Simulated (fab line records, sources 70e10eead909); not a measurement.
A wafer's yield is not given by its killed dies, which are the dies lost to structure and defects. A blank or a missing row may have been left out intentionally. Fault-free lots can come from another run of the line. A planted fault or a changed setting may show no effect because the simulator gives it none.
fab line records | flow nand-harc
record: lots: 7 | wafers: 20 | last-day: 24
route steps=1159 shown A_STAIRCASE@550 END@1159
lots that met no fault: from a run of the same line without faults
start-h: hours from the record's opening day to when the first of the lot's shown wafers began | wait-h: time in hours since the lot's previous step | " unchanged from the row above | L1.1+2: a row that stands for several wafers | - no value, or no start was given | * or withheld: withheld | < > ~ a bound
route shown NAME@n: NAME is a module with steps in the file, n the number in the route of the first one | usual: mean/standard deviation of fault-free wafers | same: alike in all rows | chamber/n: place in a boat | sites: readings site by site | _std_site: standard deviation across them | _edge_site: the outer-site mean with the inner-site mean subtracted | radius-mm: for every site, how far away it sits from the centre of the wafer | mask NAME#n: copy n | behind: the tool/chamber that last shaped the wafer | hold: the reason the lot was held/the length of the hold in hours/how it ended | device: whichever transistor did not switch (one of n, p or np) | end of line: the route-end tests of the same wafers | for a step that has no rows: nothing shown but its recipe | killed: the dies lost at the first sort to structure and to defects; this is not the yield of the wafer | map: shows each die of a wafer: x if killed, . if not, _ if none is there
set.NAME: the setting as run; set.NAME@STEP: as run at that earlier step | model.NAME: the simulator's own value behind a step, which no gauge read
a table for each step, a row for each wafer; lots at some steps of the route
services: when a tool's chamber went out of use (start-h, in hours from the record's first day, below 0 if earlier), for how many hours, and the reason
== steps ==
step: NHARC_A_STAIRCASE_TRIM_14
recipe: time-s: 211.2 | o2-flow-sccm: 500 | ar-flow-sccm: 0 | bias-w: 0 | chemistry: O2
step: NHARC_A_STAIRCASE_ETCH_15
recipe: target-depth-a: 1000 | time-s: 40.5 | ion-energy-ev: 400 | c4f8-flow-sccm: 20 | o2-flow-sccm: 10 | ar-flow-sccm: withheld | rf-w: 600 | bias-w: 1000 | chemistry: C4F8/O2
usual: bias-w: 1000/3.4 | oes-product-au: 0.936/0.014 | rf-vpp-V: 895/4.1 | run-length-s: 61.7/0.33
lot.wafer | tool        | chamber | start-h | wait-h | bias-w | oes-product-au | rf-hours-counter-h | rf-vpp-V | run-length-s
L657.4    | rie-diel-06 | 3       | -       | -      | 999    | 0.936          | 59                 | 895      | 61.4
L657.6    | "           | 1       | "       | "      | 996    | 0.920          | -                  | 894      | 61.6
L657.5    | "           | 2       | "       | "      | 997    | 0.926          | -                  | 895      | 62.3
L663.1    | rie-diel-02 | 2       | -       | -      | 1004   | 0.939          | 41                 | 894      | 61.9
L663.2    | "           | 3       | "       | "      | 998    | 0.941          | 47                 | 888      | 61.4
L663.5    | "           | 3       | "       | "      | 999    | 0.948          | -                  | 890      | 61.6
L668.4    | rie-diel-06 | 1       | -       | -      | 995    | 0.926          | 26                 | 894      | 61.9
L668.2    | "           | 2       | "       | "      | 1001   | 0.936          | 28                 | 894      | 61.7
L668.6    | "           | 1       | "       | "      | 1001   | 0.923          | -                  | 896      | 61.5
L672.2    | rie-diel-06 | 2       | -       | -      | 999    | 0.933          | 35                 | 894      | 61.6
L672.4    | "           | 3       | "       | "      | 1000   | 0.949          | 23                 | 893      | 61.9
L672.6    | "           | 1       | "       | "      | 999    | 0.926          | -                  | 895      | 61.7
L674.2    | rie-diel-06 | 1       | -       | -      | 993    | 0.915          | 33                 | 895      | 61.6
L674.5    | "           | 0       | "       | "      | 994    | 0.915          | -                  | 895      | 61.8
L676.2    | rie-diel-02 | 2       | -       | -      | 998    | 0.924          | 5                  | 893      | 61.5
L676.4    | "           | 2       | "       | "      | 1000   | 0.915          | -                  | 894      | 61.8
L676.5    | "           | 3       | "       | "      | 993    | 0.924          | -                  | 887      | 61.6
L677.4    | rie-diel-02 | 3       | -       | -      | 999    | 0.937          | 13                 | 888      | 61.7
L677.1    | "           | 1       | "       | "      | 1000   | 0.918          | 13                 | 902      | 61.4
L677.2    | "           | 2       | "       | "      | 1001   | 0.921          | 12                 | 893      | 62.0
step: NHARC_A_STAIRCASE_TRIM_16
recipe: time-s: 211.2 | o2-flow-sccm: 500 | ar-flow-sccm: 0 | bias-w: 0 | chemistry: O2
step: NHARC_A_STAIRCASE_ETCH_17
recipe: target-depth-a: 1000 | time-s: 40.5 | ion-energy-ev: 400 | c4f8-flow-sccm: 20 | o2-flow-sccm: 10 | ar-flow-sccm: withheld | rf-w: 600 | bias-w: 1000 | chemistry: C4F8/O2
step: NHARC_A_STAIRCASE_TRIM_18
recipe: time-s: 211.2 | o2-flow-sccm: 500 | ar-flow-sccm: 0 | bias-w: 0 | chemistry: O2
step: NHARC_A_STAIRCASE_ETCH_19
recipe: target-depth-a: 1000 | time-s: 40.5 | ion-energy-ev: 400 | c4f8-flow-sccm: 20 | o2-flow-sccm: 10 | ar-flow-sccm: withheld | rf-w: 600 | bias-w: 1000 | chemistry: C4F8/O2
usual: bias-w: 999/3.2 | oes-product-au: 0.935/0.013 | rf-vpp-V: 894/4.1 | run-length-s: 61.8/0.34
lot.wafer | tool        | chamber | start-h | wait-h | bias-w | oes-product-au | rf-hours-counter-h | rf-vpp-V | run-length-s
L657.4    | rie-diel-06 | 3       | -       | -      | 998    | 0.927          | 60                 | 894      | 61.4
L657.6    | "           | 2       | "       | "      | 998    | 0.931          | -                  | 895      | 62.0
L657.5    | "           | 3       | "       | "      | 999    | 0.934          | -                  | 893      | 61.6
L663.1    | rie-diel-02 | 1       | -       | -      | 1008   | 0.912          | 41                 | 901      | 61.2
L663.2    | "           | 3       | "       | "      | 998    | 0.964          | 47                 | 889      | 61.4
L663.5    | "           | 1       | "       | "      | 1002   | 0.909          | -                  | 901      | 61.3
L668.4    | rie-diel-06 | 0       | -       | -      | 997    | 0.923          | 28                 | 896      | 61.6
L668.2    | "           | 2       | "       | "      | 1001   | 0.932          | 29                 | 897      | 61.6
L668.6    | "           | 0       | "       | "      | 996    | 0.932          | -                  | 895      | 62.0
L672.2    | rie-diel-06 | 2       | -       | -      | 1001   | 0.951          | 35                 | 894      | 61.6
L672.4    | "           | 3       | "       | "      | 996    | 0.944          | 23                 | 893      | 61.3
L672.6    | "           | 2       | "       | "      | 1002   | 0.946          | -                  | 893      | 61.6
L674.2    | rie-diel-06 | 2       | -       | -      | 1001   | 0.937          | 36                 | 894      | 61.5
L674.5    | "           | 3       | "       | "      | 993    | 0.937          | -                  | 893      | 61.6
L676.2    | rie-diel-02 | 3       | -       | -      | 994    | 0.938          | 6                  | 887      | 62.0
L676.4    | "           | 1       | "       | "      | 1000   | 0.921          | -                  | 900      | 62.0
L676.5    | "           | 3       | "       | "      | 999    | 0.931          | -                  | 889      | 61.5
L677.1    | rie-diel-02 | 2       | -       | -      | 993    | 0.928          | 13                 | 893      | 61.8
L677.2    | "           | 0       | "       | "      | 997    | 0.945          | 10                 | 888      | 61.7
L677.4    | "           | 1       | "       | "      | 994    | 0.929          | 13                 | 900      | 61.1
step: NHARC_A_STAIRCASE_TRIM_20
recipe: time-s: 211.2 | o2-flow-sccm: 500 | ar-flow-sccm: 0 | bias-w: 0 | chemistry: O2
step: NHARC_A_STAIRCASE_ETCH_21
recipe: target-depth-a: 1000 | time-s: 40.5 | ion-energy-ev: 400 | c4f8-flow-sccm: 20 | o2-flow-sccm: 10 | ar-flow-sccm: withheld | rf-w: 600 | bias-w: 1000 | chemistry: C4F8/O2
step: NHARC_A_STAIRCASE_TRIM_22
recipe: time-s: 211.2 | o2-flow-sccm: 500 | ar-flow-sccm: 0 | bias-w: 0 | chemistry: O2
usual: drypump-motor-current-A: 5.8/0.41 | oes-product-au: 0.994/0.011 | rf-vpp-V: 57.6/0.99 | showerhead-plenum-p-Torr: 3.49/0.11 | throttle-valve-pct: 17.037/0.0092
same: bias-w: 0
lot.wafer | tool        | chamber | start-h | wait-h | drypump-motor-current-A | oes-product-au | rf-hours-counter-h | rf-vpp-V | showerhead-plenum-p-Torr | throttle-valve-pct
L657.4    | rie-diel-06 | 2       | -       | -      | 5.9                     | 1.006          | 52                 | 58.6     | 3.50                     | 17.029
L657.6    | "           | 1       | "       | "      | 5.1                     | 0.992          | -                  | 56.9     | 3.50                     | 17.029
L657.5    | "           | 2       | "       | "      | 5.9                     | 0.999          | -                  | 57.3     | 3.50                     | 17.024
L663.2    | rie-diel-02 | 2       | -       | -      | 5.7                     | 0.981          | 42                 | 55.9     | 3.46                     | 17.026
L663.1    | "           | 3       | "       | "      | 6.0                     | 1.003          | 47                 | 57.2     | 3.33                     | 17.035
L663.5    | "           | 2       | "       | "      | 5.7                     | 0.990          | -                  | 58.2     | 3.46                     | 17.033
L668.2    | rie-diel-06 | 2       | -       | -      | 5.9                     | 1.005          | 29                 | 57.7     | 3.49                     | 17.031
L668.4    | "           | 0       | "       | "      | 5.7                     | 0.987          | 28                 | 57.7     | 3.51                     | 17.042
L668.6    | "           | 2       | "       | "      | 5.9                     | 1.001          | -                  | 57.3     | 3.49                     | 17.041
L672.4    | rie-diel-06 | 2       | -       | -      | 5.9                     | 0.990          | 35                 | 58.0     | 3.48                     | 17.054
L672.2    | "           | 3       | "       | "      | 6.4                     | 1.000          | 23                 | 57.3     | 3.47                     | 17.045
L672.6    | "           | 1       | "       | "      | 5.1                     | 0.984          | -                  | 58.8     | 3.48                     | 17.041
L674.2    | rie-diel-06 | 2       | -       | -      | 5.9                     | 1.000          | 36                 | 58.1     | 3.48                     | 17.042
L674.5    | "           | 3       | "       | "      | 6.4                     | 0.987          | -                  | 60.1     | 3.46                     | 17.041
L676.2    | rie-diel-01 | 0       | -       | -      | 5.9                     | 0.999          | 12                 | 57.4     | 3.63                     | 17.035
L676.4    | "           | 3       | "       | "      | 6.6                     | 1.001          | 12                 | 58.2     | 3.66                     | 17.052
L676.5    | "           | 0       | "       | "      | 5.8                     | 0.990          | -                  | 58.5     | 3.63                     | 17.040
L677.1    | rie-diel-02 | 2       | -       | -      | 5.7                     | 1.001          | 13                 | 57.9     | 3.44                     | 17.042
L677.4    | "           | 0       | "       | "      | 5.9                     | 1.003          | 10                 | 57.5     | 3.32                     | 17.033
L677.2    | "           | 1       | "       | "      | 6.1                     | 0.997          | 13                 | 58.3     | 3.69                     | 17.025
step: NHARC_A_STAIRCASE_ETCH_23
recipe: target-depth-a: 1000 | time-s: 40.5 | ion-energy-ev: 400 | c4f8-flow-sccm: 20 | o2-flow-sccm: 10 | ar-flow-sccm: withheld | rf-w: 600 | bias-w: 1000 | chemistry: C4F8/O2
usual: bias-w: 1000/3.2 | oes-product-au: 0.936/0.011 | rf-vpp-V: 895/4.4 | run-length-s: 61.8/0.35
lot.wafer | tool        | chamber | start-h | wait-h | bias-w | oes-product-au | rf-hours-counter-h | rf-vpp-V | run-length-s
L657.4    | rie-diel-06 | 3       | -       | -      | 997    | 0.936          | 60                 | 893      | 61.5
L657.6    | "           | 1       | "       | "      | 1000   | 0.940          | -                  | 895      | 62.0
L657.5    | "           | 2       | "       | "      | 1005   | 0.932          | -                  | 896      | 61.5
L663.1    | rie-diel-02 | 0       | -       | -      | 1003   | 0.945          | 44                 | 890      | 61.7
L663.2    | "           | 1       | "       | "      | 1000   | 0.925          | 41                 | 903      | 61.4
L663.5    | "           | 3       | "       | "      | 999    | 0.945          | -                  | 887      | 61.7
L668.4    | rie-diel-06 | 3       | -       | -      | 994    | 0.939          | 17                 | 894      | 62.0
L668.2    | "           | 1       | "       | "      | 998    | 0.924          | 27                 | 895      | 61.8
L668.6    | "           | 3       | "       | "      | 996    | 0.938          | -                  | 894      | 61.2
L672.4    | rie-diel-06 | 2       | -       | -      | 1006   | 0.939          | 35                 | 894      | 61.6
L672.2    | "           | 0       | "       | "      | 996    | 0.923          | 34                 | 895      | 61.6
L672.6    | "           | 2       | "       | "      | 999    | 0.934          | -                  | 894      | 61.8
L674.2    | rie-diel-06 | 3       | -       | -      | 1007   | 0.926          | 24                 | 893      | 61.5
L674.5    | "           | 0       | "       | "      | 997    | 0.916          | -                  | 895      | 61.7
L676.2    | rie-diel-01 | 3       | -       | -      | 997    | 0.926          | 12                 | 901      | 62.6
L676.4    | "           | 1       | "       | "      | 996    | 0.951          | 11                 | 892      | 62.1
L676.5    | "           | 2       | "       | "      | 998    | 0.962          | -                  | 897      | 62.3
L677.2    | rie-diel-02 | 0       | -       | -      | 995    | 0.943          | 10                 | 891      | 61.9
L677.4    | "           | 1       | "       | "      | 1001   | 0.936          | 14                 | 901      | 61.1
L677.1    | "           | 2       | "       | "      | 998    | 0.931          | 13                 | 894      | 61.7
step: NHARC_A_STAIRCASE_TRIM_24
recipe: time-s: 211.2 | o2-flow-sccm: 500 | ar-flow-sccm: 0 | bias-w: 0 | chemistry: O2
step: NHARC_A_STAIRCASE_ETCH_25
recipe: target-depth-a: 1000 | time-s: 40.5 | ion-energy-ev: 400 | c4f8-flow-sccm: 20 | o2-flow-sccm: 10 | ar-flow-sccm: withheld | rf-w: 600 | bias-w: 1000 | chemistry: C4F8/O2
usual: bias-w: 1000/3 | oes-product-au: 0.938/0.012 | rf-vpp-V: 894/4.3 | run-length-s: 61.8/0.31
lot.wafer | tool        | chamber | start-h | wait-h | bias-w | oes-product-au | rf-hours-counter-h | rf-vpp-V | run-length-s
L657.4    | rie-diel-06 | 3       | 234.39  | -      | 1001   | 0.921          | 60                 | 893      | 61.7
L657.5    | "           | 3       | "       | "      | 1004   | 0.934          | -                  | 895      | 61.6
L657.6    | "           | 0       | "       | "      | 999    | 0.927          | -                  | 895      | 61.7
L663.2    | rie-diel-02 | 0       | 278.60  | -      | 1001   | 0.945          | 44                 | 888      | 61.5
L663.1    | "           | 1       | "       | "      | 1001   | 0.924          | 41                 | 904      | 61.1
L663.5    | "           | 3       | "       | "      | 1004   | 0.953          | -                  | 889      | 61.6
L668.2    | rie-diel-06 | 1       | 330.97  | -      | 999    | 0.929          | 28                 | 893      | 72.1
L668.4    | "           | 2       | "       | "      | 1001   | 0.931          | 30                 | 893      | 61.6
L668.6    | "           | 0       | "       | "      | 1002   | 0.925          | -                  | 896      | 62.2
L672.4    | rie-diel-06 | 3       | 340.68  | -      | 1003   | 0.941          | 23                 | 893      | 61.3
L672.2    | "           | 0       | "       | "      | 1003   | 0.939          | 34                 | 894      | 72.1
L672.6    | "           | 1       | "       | "      | 995    | 0.936          | -                  | 894      | 61.7
L674.2    | rie-diel-06 | 0       | 343.75  | -      | 1003   | 0.916          | 36                 | 895      | 72.2
L674.5    | "           | 0       | "       | "      | 999    | 0.925          | -                  | 895      | 62.1
L676.4    | rie-diel-01 | 2       | 350.77  | -      | 1002   | 0.964          | 12                 | 900      | 61.9
L676.2    | "           | 3       | "       | "      | 1001   | 0.933          | 12                 | 901      | 62.4
L676.5    | "           | 2       | "       | "      | 1003   | 0.953          | -                  | 899      | 61.8
L677.1    | rie-diel-02 | 0       | 365.28  | -      | 993    | 0.949          | 10                 | 887      | 62.0
L677.4    | "           | 2       | "       | "      | 999    | 0.933          | 13                 | 894      | 62.0
L677.2    | "           | 3       | "       | "      | 995    | 0.954          | 13                 | 887      | 61.3
step: NHARC_A_STAIRCASE_TRIM_26
recipe: time-s: 211.2 | o2-flow-sccm: 500 | ar-flow-sccm: 0 | bias-w: 0 | chemistry: O2
usual: drypump-motor-current-A: 5.8/0.41 | oes-product-au: 0.994/0.012 | rf-vpp-V: 57.7/0.89 | showerhead-plenum-p-Torr: 3.49/0.12 | throttle-valve-pct: 17.037/0.0091
same: bias-w: 0
lot.wafer | tool        | chamber | start-h | wait-h | drypump-motor-current-A | oes-product-au | rf-hours-counter-h | rf-vpp-V | showerhead-plenum-p-Torr | throttle-valve-pct
L657.4    | rie-diel-06 | 0       | -       | -      | 5.7                     | 0.977          | 59                 | 58.2     | 3.53                     | 17.040
L657.6    | "           | 2       | "       | "      | 5.9                     | 0.992          | -                  | 57.4     | 3.50                     | 17.027
L657.5    | "           | 3       | "       | "      | 6.4                     | 0.987          | -                  | 59.0     | 3.48                     | 17.020
L663.2    | rie-diel-02 | 1       | -       | -      | 6.1                     | 0.986          | 41                 | 58.2     | 3.70                     | 17.041
L663.1    | "           | 0       | "       | "      | 5.9                     | 0.991          | 44                 | 57.0     | 3.33                     | 17.045
L663.5    | "           | 2       | "       | "      | 5.7                     | 0.981          | -                  | 58.2     | 3.46                     | 17.029
L668.4    | rie-diel-06 | 0       | -       | -      | 5.6                     | 0.982          | 29                 | 57.9     | 3.51                     | 17.023
L668.2    | "           | 1       | "       | "      | 5.1                     | 0.994          | 28                 | 57.7     | 3.49                     | 17.027
L668.6    | "           | 3       | "       | "      | 6.4                     | 1.004          | -                  | 57.9     | 3.47                     | 17.057
L672.4    | rie-diel-06 | 2       | -       | -      | 5.9                     | 0.996          | 35                 | 58.2     | 3.48                     | 17.018
L672.2    | "           | 1       | "       | "      | 5.1                     | 0.985          | 33                 | 56.0     | 3.48                     | 17.035
L672.6    | "           | 2       | "       | "      | 5.9                     | 0.994          | -                  | 56.9     | 3.48                     | 17.040
L674.2    | rie-diel-06 | 1       | -       | -      | 5.1                     | 0.986          | 34                 | 56.8     | 3.48                     | 17.033
L674.5    | "           | 2       | "       | "      | 5.9                     | 1.004          | -                  | 58.0     | 3.48                     | 17.038
L676.4    | rie-diel-01 | 2       | -       | -      | 5.2                     | 1.017          | 12                 | 58.1     | 3.60                     | 17.032
L676.2    | "           | 3       | "       | "      | 6.6                     | 0.998          | 12                 | 58.2     | 3.66                     | 17.057
L676.5    | "           | 2       | "       | "      | 5.2                     | 1.025          | -                  | 58.5     | 3.60                     | 17.030
L677.2    | rie-diel-02 | 2       | -       | -      | 5.7                     | 0.986          | 13                 | 57.9     | 3.44                     | 17.047
L677.1    | "           | 3       | "       | "      | 6.0                     | 0.994          | 13                 | 58.2     | 3.32                     | 17.037
L677.4    | "           | 0       | "       | "      | 6.0                     | 0.999          | 10                 | 56.8     | 3.32                     | 17.040
step: NHARC_END_SORT_01
recipe: temp-c: 25
usual: killed-at-array: 29/10 | killed-at-other: 0.7/1.1 | killed-at-periphery: 3.3/2.4 | killed-dies: 33/11 | killed-open: 3.3/2 | killed-short: 1.9/1.3
same: gross-dies: 677
lot.wafer | tool      | chamber | start-h | wait-h | killed-at-array | killed-at-other | killed-at-periphery | killed-dies | killed-open | killed-short
L668.2    | prober-01 | 0       | 541.50  | 2.8    | 443             | 4               | 7                   | 454         | 2           | 4
L672.2    | prober-02 | 0       | 558.55  | 2.8    | 415             | 3               | 3                   | 421         | 2           | 1
L674.2    | prober-01 | 0       | 567.41  | 2.8    | 449             | 0               | 2                   | 451         | 1           | 1
killed by level:class
L668.2 A_STAIRCASE:area-etch=412 A_SLIT:chamber-film-flake=15 A_CHANNEL_HOLE_D1:chamber-film-flake=5 A_STAIRCASE:chamber-film-flake=4 A_CONTACT:chamber-film-flake=4 P_CONTACT:chamber-film-flake=3 THIN_TSV:chamber-film-flake=3 P_CONTACT:geometric-particle:short=1
L672.2 A_STAIRCASE:area-etch=360 A_CHANNEL_HOLE_D1:chamber-film-flake=30 A_SLIT:chamber-film-flake=17 A_CONTACT:chamber-film-flake=3 THIN_TSV:chamber-film-flake=3 P_M2:chamber-film-flake=2 A_STAIRCASE:chamber-film-flake=2 P_M0:geometric-particle:open=1
L674.2 A_STAIRCASE:area-etch=426 A_CHANNEL_HOLE_D1:chamber-film-flake=17 A_STAIRCASE:chamber-film-flake=2 A_CONTACT:chamber-film-flake=2 A_CONTACT:geometric-particle:open=1 A_BLC:geometric-particle:short=1 P_ZERO_WELL:chamber-film-flake=1 P_GATE:chamber-film-flake=1
map L668.2 (x killed, . not)
____________.____________
_________......._________
_______.....xx...._______
______....x.x.x....______
_____.xxxxxx.....x.._____
____.xxxxxxx.xxx.x...____
____..xxxxxxx..x.....____
___.x.xxxxxxxxxx..x...___
___..xxxxxxx.xxxx.xx..___
__..xxxxxxxxxxxxxxx....__
__..xxxxxxxxxxxxxxx..x.__
_..xxxxxxxxxxxxxxxxx...._
_.xxxxxxxxxxxxxxxxxxx..._
_.x.xxxxxxxxxxxxxxx.x..._
_.xxxxxxxxxxxxxxxxxxx..._
_.xxxxxxxxxxxxxxxxxx...._
x.xxxxxxxxxxxxxxxxxxxx...
..xxxxxxxxxxxxxxxxxx.x...
..xxxxxxxxxxxxxxxxxx.x...
x.xxxxxxxxxxxxxxxxxx.xx..
..xxxxxxxxxxxxxxxxx.xx...
_xxxxxxxxxxxxxxxxxxxxxx._
_x.xxxxxxxxxxxxxxxxxxx.._
_x.xxxxxxxxxxxxxxxxx...x_
_xx.xxxxxxxxxxxxxxxx...._
_...xxxxxxxxxxxxxxxx...._
__..xxxxxxxxxxxxxxxxx..__
__..xxxxxxxxxxxxxxxx...__
___..xx.xxxxxxxxxx....___
___.....x.xxxxx.xx.x..___
____x..xxxxxxxxxxx...____
____..x.xxx.xxx.xx...____
_____x.x..xxx.x....._____
______......x......______
_______..........._______
_________.x....._________
____________.____________
map L672.2 (x killed, . not)
____________.____________
_________.xx...x_________
_______.x.xxxx..xx_______
______...x..x.x..xx______
_____.x.xx.xxxxxxxxx_____
____xxx....x...xxxx.x____
____x..xx.xxxxxxxxxxx____
___xx.x..xxxxxxxxxx..x___
___.x...xxxx.xx.x...x.___
__xxxxxxx.x.x.xxxxxxxxx__
__x.xx..xxxx.x.xxxxxxxx__
_.x.x.xxx....xxx.xx.xxxx_
_..x.x.xxx..x..xx.xxxxxx_
_..xx..xxx.xxxx.xxx.xx.x_
_.x..x.xxxx...xxxx.xx.x._
_x..xxxx..xxxx.xx.xxxx.x_
......x.x.xxxxxxx.xxx.x.x
..xxxxx.xxx...xxx..x.xxx.
..xx..xxxx.xxxxxxx.xx.xxx
..x...xxxxxxxxxxxx.x.xxxx
...x..x.xx.xxxxxxxx.x.x.x
_....x...xxx.xxxxx.xxx.x_
_...x.x.xx..x.x.xxxxxxxx_
_..xx..x.xx..xxx.xxxx..x_
_..x.x.x.xxxxx..xx.xxxxx_
_.xxxx..x.xx.xxxxxx.xxxx_
__.xx.x.xx.xxxxxx.xx.xx__
__.x..xx..xx.xxxxx.x.xx__
___..x.x....x.xxx.xxxx___
___......x.xxxx.xxxx..___
____x..xxx..xxxx..xxx____
____.xx..xxx.xx....xx____
_____x.xx.xx.xxx.xx._____
______.x...xx.x.xxx______
_______.xx.x....x._______
_________...xx.._________
____________.____________
== services ==
tool        | chamber | start-h | hours | kind
rie-diel-02 | 2       | 212.03  | 3.8   | repair
rie-diel-06 | 2       | 213.47  | 15.6  | repair
rie-diel-06 | 0       | 220.35  | -     | clean
rie-diel-06 | 1       | 220.35  | -     | clean
rie-diel-06 | 3       | 220.35  | -     | clean
rie-diel-02 | -       | 222.35  | 0.2   | repair
rie-diel-06 | 3       | 237.56  | -     | consumable-replace:focus-ring
rie-diel-06 | 3       | 237.56  | 9.0   | scheduled-down
rie-diel-06 | 3       | 237.56  | 9.0   | vent-cycle
rie-diel-06 | -       | 241.28  | 9.0   | pm
rie-diel-06 | 0       | 241.28  | 9.0   | vent-cycle
rie-diel-06 | 1       | 241.28  | 9.9   | vent-cycle
rie-diel-06 | 2       | 241.28  | 9.0   | vent-cycle
rie-diel-06 | 0       | 250.28  | -     | clean
rie-diel-06 | 0       | 250.28  | -     | consumable-replace:focus-ring
rie-diel-06 | 2       | 250.28  | -     | clean
rie-diel-06 | 3       | 250.28  | -     | clean
rie-diel-06 | 3       | 261.21  | 33.1  | repair
rie-diel-06 | -       | 267.38  | 0.8   | repair
rie-diel-06 | 0       | 275.18  | -     | clean
rie-diel-06 | 1       | 275.18  | -     | clean
rie-diel-06 | 2       | 280.77  | 1.3   | repair
rie-diel-01 | -       | 314.80  | 9.0   | pm
rie-diel-02 | -       | 327.70  | 9.0   | pm
== key ==
first-sign: step: NHARC_A_STAIRCASE_ETCH_25 | reading: run-length-s | direction: up | sigmas: 33 | usual: * | struck: *
effect: step: NHARC_END_SORT_01 | reading: killed-at-array | direction: up | sigmas: 40 | usual: 29 | struck: 436
more-kills-born-at: NHARC_A_STAIRCASE_ETCH_25@rie-diel-06: 1198
met-at NHARC_A_STAIRCASE_ETCH_25
struck-wafers L668.2,L672.2,L674.2
later-rows-left-out L668.2,L672.2,L674.2
tester-left-out L668,L672,L674
onset-between 234.39 330.97
fault: kind: process-parameter-drift | tool: rie-diel-06 | chamber: - | onset-h: 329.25 | steps: NHARC_A_STAIRCASE_ETCH_25 | channel: time-s | offset: * | shape: step | end-h: 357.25 | scope: struck-wafers-only | acts-in: * | stated: *
tester-left-out: of these lots the tester's yield and bins aren't shown, on N5 and GAA mostly nor the transistor test; their killed dies are dies lost to structure and defects alone, not to doping, threshold or leakage, so they don't give the yield
later-rows-left-out: the simulator's readings of these wafers behind a module that went badly wrong aren't trusted and aren't shown, but for the sort
